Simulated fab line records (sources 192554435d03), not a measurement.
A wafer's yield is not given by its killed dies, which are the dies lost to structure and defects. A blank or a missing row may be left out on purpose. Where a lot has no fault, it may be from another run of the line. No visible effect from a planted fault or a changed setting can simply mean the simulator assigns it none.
fab line records	flow n5Finfet
[record] lots = 7	wafers = 39
route steps=1938 shown HKMG_FIN@395 MOL_CONTACT_COAG@523
startH: start of the lot's first displayed wafer, in hours after the record's first day	waitH: hours elapsed since this lot's preceding step	" repeats the value in the row above	L1.1+2: a row that stands for several wafers	- either no value or no given start	* or withheld: withheld	< > ~ a bound
route shown NAME@n: a module of which the file shows steps, and the number in the route of the first	usual: average and standard deviation across the fault-free wafers	same: alike in all rows	chamber/n: place in a boat	sites: readings site by site	_std_site: their standard deviation	_edge_site: outer sites' mean less inner sites'	radiusMm: for every site, how far away it sits from the centre of the wafer	mask NAME#n: copy n	behind: the last tool/chamber to shape the wafer	hold: why the lot went on hold/how many hours it stayed there/how the hold came to an end	device: transistor that didn't switch, given as n, p or np	end of line: the route-end tests of the same wafers	where a step has no rows: the recipe by itself	killed: count of dies lost to structure and defects at first sort (not the wafer's yield)	map: a wafer's dies, marking killed ones x, the rest . and places with no die _
set.NAME: the run value of the setting; set.NAME@STEP: its run value at that earlier step	model.NAME: the simulator's own value behind a step, which no gauge read
lots whose settings were changed on purpose; a table a step, a row a wafer
[[steps]]
[step N5_HKMG_FIN_EXPOSE_46]
[recipe] maskId = NDIPOLE	na = 1.35	sourceShape = conventional	sigmaOuter = 0.8	polarization = unpolarized	doseMj = 40
lot.wafer	tool	chamber	startH	waitH	mask	set.doseMj
L077.1+2+5	arfiScanner-03	0	89.00	-	NDIPOLE#0	40
L077.3+4+6	"	0	"	"	NDIPOLE#0	40.81
L082.3+4+6	arfiScanner-01	0	119.54	-	NDIPOLE#0	40
L084.1+2+4	arfiScanner-03	0	139.06	-	NDIPOLE#0	41.57
L084.3+5+6	"	0	"	"	NDIPOLE#0	40
L088.1+2+3+4+5+6	arfiScanner-03	0	160.60	-	NDIPOLE#0	40
L089.1+3+5	arfiScanner-02	0	164.72	-	NDIPOLE#0	37.68
L089.2+4+6	"	0	"	"	NDIPOLE#0	40
L093.1+3+5	arfiScanner-01	0	187.28	-	NDIPOLE#0	40
L093.2+4+6	"	0	"	"	NDIPOLE#0	42.74
L096.1+5+6	arfiScanner-01	0	203.95	-	NDIPOLE#0	40
L096.2+3+4	"	0	"	"	NDIPOLE#0	42.75
[step N5_HKMG_FIN_PEB_47]
[recipe] pebTempC = withheld	pebTimeS = 60	resist = CAR-ArF
[step N5_HKMG_FIN_DEVELOP_48]
[recipe] developTimeS = 30	developer = TMAH	resist = CAR-ArF	rinseLiquid = diw	dry = airSpin	devTempC = 23
[step N5_HKMG_FIN_CD_MEAS_49]
[recipe] targetCdNm = 202	landingEnergyEv = 500	detector = seInlens	polarity = opening
[usual] cdNm = 201.5/0.91
lot.wafer	tool	chamber	startH	waitH	set.doseMj@HKMG_FIN_EXPOSE_46	cdNm
L077.1	cdSem-01	0	89.13	-	40	201.7
L077.2	"	0	"	"	40	200.9
L077.3	"	0	"	"	40.81	202.6
L077.4	"	0	"	"	40.81	202.5
L077.5	"	0	"	"	40	201.5
L077.6	"	0	"	"	40.81	203.0
L082.3	cdSem-01	0	119.66	-	40	200.3
L082.4	"	0	"	"	40	200.5
L082.6	"	0	"	"	40	200.2
L084.1	cdSem-03	0	139.18	-	41.57	205.3
L084.2	"	0	"	"	41.57	204.8
L084.3	"	0	"	"	40	202.9
L084.4	"	0	"	"	41.57	204.9
L084.5	"	0	"	"	40	202.6
L084.6	"	0	"	"	40	202.7
L088.1	cdSem-01	0	160.72	-	40	201.1
L088.2	"	0	"	"	40	202.0
L088.3	"	0	"	"	40	200.6
L088.4	"	0	"	"	40	201.8
L088.5	"	0	"	"	40	201.2
L088.6	"	0	"	"	40	201.4
L089.1	cdSem-03	0	164.84	-	37.68	198.9
L089.2	"	0	"	"	40	202.5
L089.3	"	0	"	"	37.68	199.0
L089.4	"	0	"	"	40	201.7
L089.5	"	0	"	"	37.68	198.6
L089.6	"	0	"	"	40	201.1
L093.1	cdSem-02	0	187.40	-	40	199.9
L093.2	"	0	"	"	42.74	205.0
L093.3	"	0	"	"	40	201.5
L093.4	"	0	"	"	42.74	205.1
L093.5	"	0	"	"	40	200.1
L093.6	"	0	"	"	42.74	205.8
L096.1	cdSem-03	0	204.08	-	40	202.8
L096.2	"	0	"	"	42.75	206.4
L096.3	"	0	"	"	42.75	207.1
L096.4	"	0	"	"	42.75	206.4
L096.5	"	0	"	"	40	201.6
L096.6	"	0	"	"	40	201.2
[step N5_HKMG_FIN_DESCUM_53]
[recipe] chemistry = O2	timeS = 7.9	sourcePowerW = 50	biasPowerW = 20	pressureMtorr = 20	rfFrequencyHz = 2.712e+07	tempC = 40	resist = CAR-ArF	o2FlowSccm = 225
[step N5_HKMG_FIN_ETCH_54]
[recipe] chemistry = CF4	target = SiARC	targetDepthA = 455	maskMaterial = CAR-ArF	timeS = 75.8	ionEnergyEv = 80	pressureMtorr = 40	sourceW = 545	biasW = 36	Ar_flow_sccm = 100	cf4FlowSccm = 100	ends = cleared
[step N5_HKMG_FIN_ETCH_55]
[recipe] chemistry = N2/H2	target = SOC	targetDepthA = 2400	tempC = 40	timeS = 300	ionEnergyEv = 200	maskMaterial = SiARC	pressureMtorr = 30	sourceW = 840	biasW = 150	n2FlowSccm = 200	h2FlowSccm = 200
lot.wafer	tool	chamber	startH	waitH	set.doseMj@HKMG_FIN_EXPOSE_46	model.HKMG_FIN.cdOffsetNm
L077.1+2	rieDiel-05	1,0	89.31	0.0	40	-1.2
L077.3	"	2	"	"	40.81	1.4
L077.4	"	3	"	"	40.81	0
L077.5	"	2	"	"	40	0
L077.6	"	1	"	"	40.81	0.8
L082.3	rieDiel-02	2	120.21	0.0	40	-0.8
L082.4	"	3	"	"	40	-1.8
L082.6	"	3	"	"	40	-1.4
L084.1	rieDiel-01	2	139.36	0.0	41.57	3.2
L084.2	"	0	"	"	41.57	3
L084.3	"	3	"	"	40	1.6
L084.4	"	0	"	"	41.57	3.4
L084.5	"	2	"	"	40	0.4
L084.6	"	3	"	"	40	1.4
L088.1	rieDiel-01	2	160.90	0.0	40	-1
L088.2	"	0	"	"	40	0
L088.3	"	1	"	"	40	-2
L088.4	"	3	"	"	40	0.2
L088.5	"	2	"	"	40	-0.8
L088.6	"	3	"	"	40	-0.2
L089.1	rieDiel-05	0	165.02	0.0	37.68	-3.2
L089.2	"	2	"	"	40	1
L089.3	"	1	"	"	37.68	-3.4
L089.4+6	"	3,0	"	"	40	-0.6
L089.5	"	1	"	"	37.68	-4.4
L093.1	rieDiel-01	0	187.58	0.0	40	-1.8
L093.2	"	3	"	"	42.74	3.2
L093.3	"	2	"	"	40	-1.4
L093.4	"	0	"	"	42.74	3.6
L093.5	"	3	"	"	40	-1.6
L093.6	"	2	"	"	42.74	2.8
L096.1	rieDiel-02	1	204.26	0.0	40	0
L096.2	"	0	"	"	42.75	4.6
L096.3	"	2	"	"	42.75	5.4
L096.4	"	3	"	"	42.75	4.8
L096.5	"	1	"	"	40	-1.2
L096.6	"	2	"	"	40	-0.4
[step N5_MOL_CONTACT_COAG_EXPOSE_05]
[recipe] maskId = CA	na = 0.33	sourceShape = annular	sigmaInner = 0.4	sigmaOuter = 0.8	polarization = unpolarized	defocusNm = 0	doseMj = 38.25
lot.wafer	tool	chamber	startH	waitH	mask	set.doseMj
L077.1+2+3+4+5+6	euvScanner-01	0	104.33	-	CA#0	38.25
L082.3+4+6	euvScanner-02	0	136.35	-	CA#0	38.25
L084.1+3+4	euvScanner-02	0	154.92	-	CA#0	36.64
L084.2+5+6	"	0	"	"	CA#0	38.25
L088.1+3+4	euvScanner-02	0	176.46	-	CA#0	40.13
L088.2+5+6	"	0	"	"	CA#0	38.25
L089.1+5+6	euvScanner-01	0	180.96	-	CA#0	39.82
L089.2+3+4	"	0	"	"	CA#0	38.25
L093.1+2+5	euvScanner-02	0	205.94	-	CA#0	38.25
L093.3+4+6	"	0	"	"	CA#0	39.06
L096.1+2+4	euvScanner-02	0	221.47	-	CA#0	38.25
L096.3+5+6	"	0	"	"	CA#0	36.73
[step N5_MOL_CONTACT_COAG_PEB_06]
[recipe] pebTempC = 100	pebTimeS = 60	resist = CAR-EUV
[step N5_MOL_CONTACT_COAG_DEVELOP_07]
[recipe] developTimeS = 30	developer = TMAH	resist = CAR-EUV	rinseLiquid = surfactantRinse	dry = airSpin	devTempC = 23
[step N5_MOL_CONTACT_COAG_CD_MEAS_08]
[recipe] targetCdNm = 28	landingEnergyEv = 500	detector = seInlens	polarity = opening
[usual] cdNm = 28.12/0.26
lot.wafer	tool	chamber	startH	waitH	set.doseMj@MOL_CONTACT_COAG_EXPOSE_05	cdNm
L077.1	cdSem-01	0	104.46	-	38.25	27.88
L077.2	"	0	"	"	38.25	28.14
L077.3	"	0	"	"	38.25	27.84
L077.4	"	0	"	"	38.25	28.18
L077.5	"	0	"	"	38.25	28.29
L077.6	"	0	"	"	38.25	27.78
L082.3	cdSem-01	0	136.47	-	38.25	28.36
L082.4	"	0	"	"	38.25	28.04
L082.6	"	0	"	"	38.25	28.40
L084.1	cdSem-01	0	155.05	-	36.64	27.03
L084.2	"	0	"	"	38.25	27.73
L084.3	"	0	"	"	36.64	26.70
L084.4	"	0	"	"	36.64	27.00
L084.5	"	0	"	"	38.25	27.92
L084.6	"	0	"	"	38.25	28.17
L088.1	cdSem-01	0	176.59	-	40.13	29.06
L088.2	"	0	"	"	38.25	28.17
L088.3	"	0	"	"	40.13	29.36
L088.4	"	0	"	"	40.13	29.09
L088.5	"	0	"	"	38.25	28.66
L088.6	"	0	"	"	38.25	28.20
L089.1	cdSem-02	0	181.08	-	39.82	29.39
L089.2	"	0	"	"	38.25	28.37
L089.3	"	0	"	"	38.25	28.33
L089.4	"	0	"	"	38.25	28.06
L089.5	"	0	"	"	39.82	28.83
L089.6	"	0	"	"	39.82	28.97
L093.1	cdSem-01	0	206.07	-	38.25	27.68
L093.2	"	0	"	"	38.25	27.77
L093.3	"	0	"	"	39.06	28.44
L093.4	"	0	"	"	39.06	28.03
L093.5	"	0	"	"	38.25	27.87
L093.6	"	0	"	"	39.06	28.10
L096.1	cdSem-01	0	221.60	-	38.25	28.01
L096.2	"	0	"	"	38.25	28.34
L096.3	"	0	"	"	36.73	27.36
L096.4	"	0	"	"	38.25	28.09
L096.5	"	0	"	"	36.73	27.22
L096.6	"	0	"	"	36.73	27.04
[step N5_MOL_CONTACT_COAG_DESCUM_13]
[recipe] chemistry = O2	timeS = 7	sourcePowerW = 50	biasPowerW = 20	pressureMtorr = 20	rfFrequencyHz = 2.712e+07	tempC = 40	resist = CAR-EUV	o2FlowSccm = 225
[step N5_MOL_CONTACT_COAG_ETCH_59]
[recipe] chemistry = N2/H2	target = underlayer	targetDepthA = 130	maskMaterial = CAR-EUV	timeS = 10.4	ionEnergyEv = 200	pressureMtorr = 30	sourceW = 840	biasW = 150	n2FlowSccm = 200	h2FlowSccm = 200	ends = cleared
lot.wafer	tool	chamber	startH	waitH	set.doseMj@MOL_CONTACT_COAG_EXPOSE_05	model.MOL_CONTACT_COAG.cdOffsetNm
L077.1+4+5	rieDiel-01	3,1,1	104.62	0.0	38.25	-0.2
L077.2+3	"	0,2	"	"	38.25	0.2
L077.6	"	2	"	"	38.25	0
L082.3	rieDiel-05	2	136.64	0.0	38.25	-0.2
L082.4	"	2	"	"	38.25	-0.4
L082.6	"	0	"	"	38.25	0.2
L084.1	rieDiel-05	1	155.21	0.0	36.64	-1.4
L084.2+5	"	3,0	"	"	38.25	-0.2
L084.3	"	2	"	"	36.64	-1.6
L084.4	"	0	"	"	36.64	-1
L084.6	"	1	"	"	38.25	-0.4
L088.1+3	rieDiel-02	0,2	176.75	0.0	40.13	1.2
L088.2+6	"	1	"	"	38.25	0.2
L088.4	"	3	"	"	40.13	1.6
L088.5	"	0	"	"	38.25	0.6
L089.1+5	rieDiel-02	0,3	181.24	0.0	39.82	1.2
L089.2	"	3	"	"	38.25	0.6
L089.3	"	1	"	"	38.25	0.2
L089.4	"	2	"	"	38.25	0.4
L089.6	"	0	"	"	39.82	1
L093.1+2	rieDiel-01	1,2	206.27	0.0	38.25	-0.2
L093.3	"	2	"	"	39.06	0.6
L093.4	"	1	"	"	39.06	0.4
L093.5	"	2	"	"	38.25	0
L093.6	"	1	"	"	39.06	0.2
L096.1+4	rieDiel-01	2,1	221.76	0.0	38.25	0.2
L096.2	"	0	"	"	38.25	-0.2
L096.3	"	3	"	"	36.73	-0.8
L096.5	"	1	"	"	36.73	-1
L096.6	"	0	"	"	36.73	-1.4
[step N5_MOL_CONTACT_COAG_ETCH_105]
[recipe] chemistry = CF4	target = SiARC	targetDepthA = 156	maskMaterial = CAR-EUV	timeS = 26	ionEnergyEv = 80	pressureMtorr = 40	sourceW = 545	biasW = 36	Ar_flow_sccm = 100	cf4FlowSccm = 100	ends = cleared
lot.wafer	tool	chamber	startH	waitH	set.doseMj@MOL_CONTACT_COAG_EXPOSE_05	model.MOL_CONTACT_COAG.cdOffsetNm
L077.1+5	rieDiel-01	3,1	104.64	0.0	38.25	-0.2
L077.2+4	"	0,1	"	"	38.25	0
L077.3+6	"	2	"	"	38.25	0.2
L082.3	rieDiel-05	2	136.66	0.0	38.25	0
L082.4	"	2	"	"	38.25	-0.2
L082.6	"	0	"	"	38.25	0.2
L084.1	rieDiel-05	1	155.23	0.0	36.64	-1.4
L084.2+5+6	"	3,0,1	"	"	38.25	-0.2
L084.3	"	2	"	"	36.64	-1.2
L084.4	"	0	"	"	36.64	-1
L088.1	rieDiel-02	0	176.77	0.0	40.13	1.2
L088.2	"	1	"	"	38.25	0
L088.3	"	2	"	"	40.13	1.4
L088.4	"	3	"	"	40.13	1.8
L088.5	"	0	"	"	38.25	0.6
L088.6	"	1	"	"	38.25	0.2
L089.1+6	rieDiel-02	0	181.26	0.0	39.82	1.2
L089.2+4	"	3,2	"	"	38.25	0.6
L089.3	"	1	"	"	38.25	0.2
L089.5	"	3	"	"	39.82	1.4
L093.1+2	rieDiel-01	1,2	206.29	0.0	38.25	0
L093.3	"	2	"	"	39.06	0.6
L093.4+6	"	1	"	"	39.06	0.4
L093.5	"	2	"	"	38.25	0.2
L096.1+4	rieDiel-01	2,1	221.78	0.0	38.25	0.2
L096.2	"	0	"	"	38.25	0
L096.3	"	3	"	"	36.73	-0.8
L096.5	"	1	"	"	36.73	-1
L096.6	"	0	"	"	36.73	-1.2
[step N5_MOL_CONTACT_COAG_ETCH_106]
[recipe] chemistry = N2/H2	target = SOC	targetDepthA = 800	overetchA = 160	maskMaterial = SiARC	tempC = 40	timeS = 120	ionEnergyEv = 200	pressureMtorr = 30	sourceW = 840	biasW = 150	n2FlowSccm = 200	h2FlowSccm = 200
lot.wafer	tool	chamber	startH	waitH	set.doseMj@MOL_CONTACT_COAG_EXPOSE_05	model.MOL_CONTACT_COAG.cdOffsetNm
L077.1	rieDiel-01	3	104.67	0.0	38.25	0
L077.2	"	0	"	"	38.25	-0.4
L077.3+6	"	2	"	"	38.25	0.2
L077.4+5	"	1	"	"	38.25	-0.6
L082.3	rieDiel-05	2	136.69	0.0	38.25	0.2
L082.4	"	2	"	"	38.25	0
L082.6	"	0	"	"	38.25	0.4
L084.1	rieDiel-05	1	155.26	0.0	36.64	-1.6
L084.2+6	"	3,1	"	"	38.25	-0.4
L084.3	"	2	"	"	36.64	-1
L084.4	"	0	"	"	36.64	-0.8
L084.5	"	0	"	"	38.25	0
L088.1+4	rieDiel-02	0,3	176.80	0.0	40.13	1.6
L088.2+6	"	1	"	"	38.25	0
L088.3	"	2	"	"	40.13	1.2
L088.5	"	0	"	"	38.25	0.8
L089.1	rieDiel-02	0	181.29	0.0	39.82	1.6
L089.2	"	3	"	"	38.25	0.4
L089.3	"	1	"	"	38.25	0
L089.4	"	2	"	"	38.25	0.2
L089.5+6	"	3,0	"	"	39.82	1.4
L093.1+5	rieDiel-01	1,2	206.34	0.0	38.25	0
L093.2	"	2	"	"	38.25	-0.2
L093.3	"	2	"	"	39.06	0.4
L093.4	"	1	"	"	39.06	0.2
L093.6	"	1	"	"	39.06	0.6
L096.1	rieDiel-01	2	221.81	0.0	38.25	0
L096.2	"	0	"	"	38.25	0.4
L096.3	"	3	"	"	36.73	-0.4
L096.4	"	1	"	"	38.25	0.2
L096.5+6	"	1,0	"	"	36.73	-1
[step N5_MOL_CONTACT_COAG_STRIP_107]
[recipe] chemistry = N2/H2	tempC = 40	n2FlowSccm = 200	h2FlowSccm = 200	rfFrequencyHz = 6e+07
[step N5_MOL_CONTACT_COAG_STRIP_108]
[recipe] chemistry = N2/H2	tempC = 40	n2FlowSccm = 200	h2FlowSccm = 200	rfFrequencyHz = 6e+07
[step N5_MOL_CONTACT_COAG_CONTACT_ETCH_14]
[recipe] chemistry = C4F6/O2	target = SiO2	targetDepthA = 275	overetchA = 85	maskMaterial = SOC	pressureMtorr = 30	sourceW = 370	biasW = 185	Ar_flow_sccm = 300	C4F6_flow_sccm = 16	O2_flow_sccm = 10	timeS = 20	ionEnergyEv = 259.6
[step N5_MOL_CONTACT_COAG_STRIP_109]
[recipe] chemistry = C4F6/O2	resist = SiARC	rfFrequencyHz = 6e+07
[step N5_MOL_CONTACT_COAG_ETCH_15]
[recipe] chemistry = CH3F/O2	target = SiNx	targetDepthA = 70	maskMaterial = SOC	stopOn = Si:P	overEtchFrac = 0.75	ionEnergyEv = 120	pressureMtorr = 30	sourceW = 395	biasW = 73	Ar_flow_sccm = 150	CH3F_flow_sccm = 30	O2_flow_sccm = 20
lot.wafer	tool	chamber	startH	waitH	set.doseMj@MOL_CONTACT_COAG_EXPOSE_05	model.MOL_CONTACT_COAG.cdOffsetNm
L077.1+6	rieDiel-01	3,2	104.80	0.0	38.25	0.2
L077.2+4+5	"	0,1,1	"	"	38.25	-0.4
L077.3	"	2	"	"	38.25	0.4
L082.3	rieDiel-05	2	136.83	0.0	38.25	0.2
L082.4	"	2	"	"	38.25	0
L082.6	"	0	"	"	38.25	0.4
L084.1	rieDiel-05	1	155.40	0.0	36.64	-1.8
L084.2	"	3	"	"	38.25	-0.4
L084.3	"	2	"	"	36.64	-1.2
L084.4	"	0	"	"	36.64	-1
L084.5	"	0	"	"	38.25	-0.2
L084.6	"	1	"	"	38.25	-0.6
L088.1+4	rieDiel-02	0,3	176.93	0.0	40.13	1.6
L088.2+6	"	1	"	"	38.25	0
L088.3	"	2	"	"	40.13	1.4
L088.5	"	0	"	"	38.25	0.8
L089.1	rieDiel-02	0	181.43	0.0	39.82	1.6
L089.2+4	"	3,2	"	"	38.25	0.4
L089.3	"	1	"	"	38.25	0
L089.5+6	"	3,0	"	"	39.82	1.4
L093.1+5	rieDiel-01	1,2	206.54	0.0	38.25	0.2
L093.2	"	2	"	"	38.25	0
L093.3+4	"	2,1	"	"	39.06	0.6
L093.6	"	1	"	"	39.06	0.8
L096.1	rieDiel-01	2	221.94	0.0	38.25	0
L096.2	"	0	"	"	38.25	0.2
L096.3	"	3	"	"	36.73	-0.6
L096.4	"	1	"	"	38.25	0.4
L096.5+6	"	1,0	"	"	36.73	-1
[step N5_MOL_CONTACT_COAG_ETCH_110]
[recipe] chemistry = CF4/O2	target = Si	targetDepthA = 25	timeS = 8	pressureMtorr = 100	sourceW = 200	biasW = 12	ionEnergyEv = 60	Ar_flow_sccm = 100	cf4FlowSccm = 100	O2_flow_sccm = 10
lot.wafer	tool	chamber	startH	waitH	set.doseMj@MOL_CONTACT_COAG_EXPOSE_05	model.MOL_CONTACT_COAG.cdOffsetNm
L077.1	rieDiel-01	3	104.86	0.0	38.25	0
L077.2	"	0	"	"	38.25	-0.2
L077.3+6	"	2	"	"	38.25	0.4
L077.4+5	"	1	"	"	38.25	-0.6
L082.3+6	rieDiel-05	2,0	136.89	0.0	38.25	0.2
L082.4	"	2	"	"	38.25	0
L084.1	rieDiel-05	1	155.46	0.0	36.64	-1.8
L084.2	"	3	"	"	38.25	-0.4
L084.3	"	2	"	"	36.64	-1.2
L084.4	"	0	"	"	36.64	-1
L084.5	"	0	"	"	38.25	-0.2
L084.6	"	1	"	"	38.25	-0.6
L088.1	rieDiel-02	0	176.99	0.0	40.13	1.4
L088.2+6	"	1	"	"	38.25	0
L088.3+4	"	2,3	"	"	40.13	1.6
L088.5	"	0	"	"	38.25	0.8
L089.1	rieDiel-02	0	181.49	0.0	39.82	1.6
L089.2+4	"	3,2	"	"	38.25	0.4
L089.3	"	1	"	"	38.25	-0.2
L089.5+6	"	3,0	"	"	39.82	1.4
L093.1	rieDiel-01	1	206.63	0.1	38.25	0.4
L093.2+5	"	2	"	"	38.25	0.2
L093.3+4	"	2,1	"	"	39.06	0.6
L093.6	"	1	"	"	39.06	0.8
L096.1	rieDiel-01	2	222.00	0.0	38.25	0.2
L096.2+4	"	0,1	"	"	38.25	0.6
L096.3	"	3	"	"	36.73	-0.6
L096.5+6	"	1,0	"	"	36.73	-0.8
[step N5_MOL_CONTACT_COAG_ETCHBACK_136]
[recipe] chemistry = CHF3	target = SiO2	targetDepthA = 250	timeS = 16.7	ionEnergyEv = 200	pressureMtorr = 30	sourceW = 610	biasW = 170	Ar_flow_sccm = 200	CHF3_flow_sccm = 50
lot.wafer	tool	chamber	startH	waitH	set.targetDepthA
L077.1+3+6	rieDiel-02	2,1,1	119.64	0.0	229.7
L077.2+4+5	"	3,0,0	"	"	250
L082.3+4+6	rieDiel-05	0,1,2	152.57	0.0	250
L084.1+2+3+4+5+6	rieDiel-05	1,2,3,0,3,2	168.31	0.0	250
L088.1+2+3+4+5+6	rieDiel-01	3,2,0,2,0,3	192.73	0.0	250
L089.1+2+4	rieDiel-01	3,0,2	194.30	0.0	250
L089.3+5+6	"	2,3,0	"	"	284.4
L093.1+3+4	rieDiel-02	1,0,0	219.11	0.0	250
L093.2+5+6	"	3,1,3	"	"	267.5
L096.1+2+3+4+5+6	rieDiel-01	2,3,1,0,1,0	234.87	0.0	250
[step N5_MOL_CONTACT_COAG_STRIP_120]
[recipe] chemistry = CHF3	resist = SiARC	rfFrequencyHz = 6e+07
[step N5_MOL_CONTACT_COAG_VIA_ETCH_117]
[recipe] chemistry = C4F6/O2	targetDepthA = 400	overetchA = 80	maskMaterial = SOC	target = SiO2	biasW = 455	pressureMtorr = 10	timeS = 26	sourceW = 325	Ar_flow_sccm = 300	C4F6_flow_sccm = 10	O2_flow_sccm = 10	ionEnergyEv = 575.3	ends = endPoint
lot.wafer	tool	chamber	startH	waitH	set.targetDepthA@MOL_CONTACT_COAG_ETCHBACK_136	model.etch.depthNm	model.MOL_CONTACT_COAG.featureDepthNm
L077.1	rieDiel-02	2	119.68	0.0	229.7	42.58	42.6
L077.2	"	3	"	"	250	39.75	39.8
L077.3	"	1	"	"	229.7	42.55	42.6
L077.4	"	0	"	"	250	40.2	40.2
L077.5	"	0	"	"	250	40.22	40.2
L077.6	"	1	"	"	229.7	42.59	42.6
L082.3	rieDiel-05	0	152.60	0.0	250	41.2	41.2
L082.4	"	1	"	"	250	40.9	40.8
L082.6	"	2	"	"	250	39.7	39.6
L084.1	rieDiel-05	1	168.34	0.0	250	40.84	40.8
L084.2	"	2	"	"	250	39.72	39.8
L084.3+4	"	3,0	"	"	250	41.28	41.2
L084.5	"	3	"	"	250	41.03	41
L084.6	"	2	"	"	250	39.74	39.8
L088.1	rieDiel-01	3	192.76	0.0	250	39.82	39.8
L088.2	"	2	"	"	250	40.19	40.2
L088.3	"	0	"	"	250	40.49	40.4
L088.4	"	2	"	"	250	40.2	40.2
L088.5	"	0	"	"	250	40.63	40.6
L088.6	"	3	"	"	250	40.06	40
L089.1	rieDiel-01	3	194.33	0.0	250	40.19	40.2
L089.2	"	0	"	"	250	40.76	40.8
L089.3	"	2	"	"	284.4	36.71	36.8
L089.4	"	2	"	"	250	40.11	40.2
L089.5	"	3	"	"	284.4	36.81	36.8
L089.6	"	0	"	"	284.4	37.38	37.4
L093.1	rieDiel-02	1	219.14	0.0	250	40.57	40.6
L093.2	"	3	"	"	267.5	38.08	38
L093.3	"	0	"	"	250	40.22	40.2
L093.4	"	0	"	"	250	40.16	40.2
L093.5	"	1	"	"	267.5	38.71	38.8
L093.6	"	3	"	"	267.5	38.24	38.2
L096.1	rieDiel-01	2	234.90	0.0	250	40.67	40.6
L096.2	"	3	"	"	250	40.38	40.4
L096.3	"	1	"	"	250	39.25	39.2
L096.4	"	0	"	"	250	39.57	39.6
L096.5	"	1	"	"	250	39.4	39.4
L096.6	"	0	"	"	250	39.67	39.6
[[key]]
[split] step = N5_HKMG_FIN_EXPOSE_46	setting = doseMj	stated = 40	by = wafer
[response] step = N5_HKMG_FIN_CD_MEAS_49	reading = cdNm	change = +0.639	per = 1%	r = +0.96
[response] step = N5_HKMG_FIN_ETCH_55	reading = model.HKMG_FIN.cdOffsetNm	change = +0.696	per = 1%	r = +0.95
[split] step = N5_MOL_CONTACT_COAG_EXPOSE_05	setting = doseMj	stated = 38.25	by = wafer
[response] step = N5_MOL_CONTACT_COAG_CD_MEAS_08	reading = cdNm	change = +0.207	per = 1%	r = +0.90
[response] step = N5_MOL_CONTACT_COAG_ETCH_59	reading = model.MOL_CONTACT_COAG.cdOffsetNm	change = +0.228	per = 1%	r = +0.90
[response] step = N5_MOL_CONTACT_COAG_ETCH_105	reading = model.MOL_CONTACT_COAG.cdOffsetNm	change = +0.237	per = 1%	r = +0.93
[response] step = N5_MOL_CONTACT_COAG_ETCH_106	reading = model.MOL_CONTACT_COAG.cdOffsetNm	change = +0.249	per = 1%	r = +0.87
[response] step = N5_MOL_CONTACT_COAG_ETCH_15	reading = model.MOL_CONTACT_COAG.cdOffsetNm	change = +0.259	per = 1%	r = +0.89
[response] step = N5_MOL_CONTACT_COAG_ETCH_110	reading = model.MOL_CONTACT_COAG.cdOffsetNm	change = +0.265	per = 1%	r = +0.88
[split] step = N5_MOL_CONTACT_COAG_ETCHBACK_136	setting = targetDepthA	stated = 250	by = wafer
[response] step = N5_MOL_CONTACT_COAG_VIA_ETCH_117	reading = model.etch.depthNm	change = -0.266	per = 1%	r = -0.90
[response] step = N5_MOL_CONTACT_COAG_VIA_ETCH_117	reading = model.MOL_CONTACT_COAG.featureDepthNm	change = -0.267	per = 1%	r = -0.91
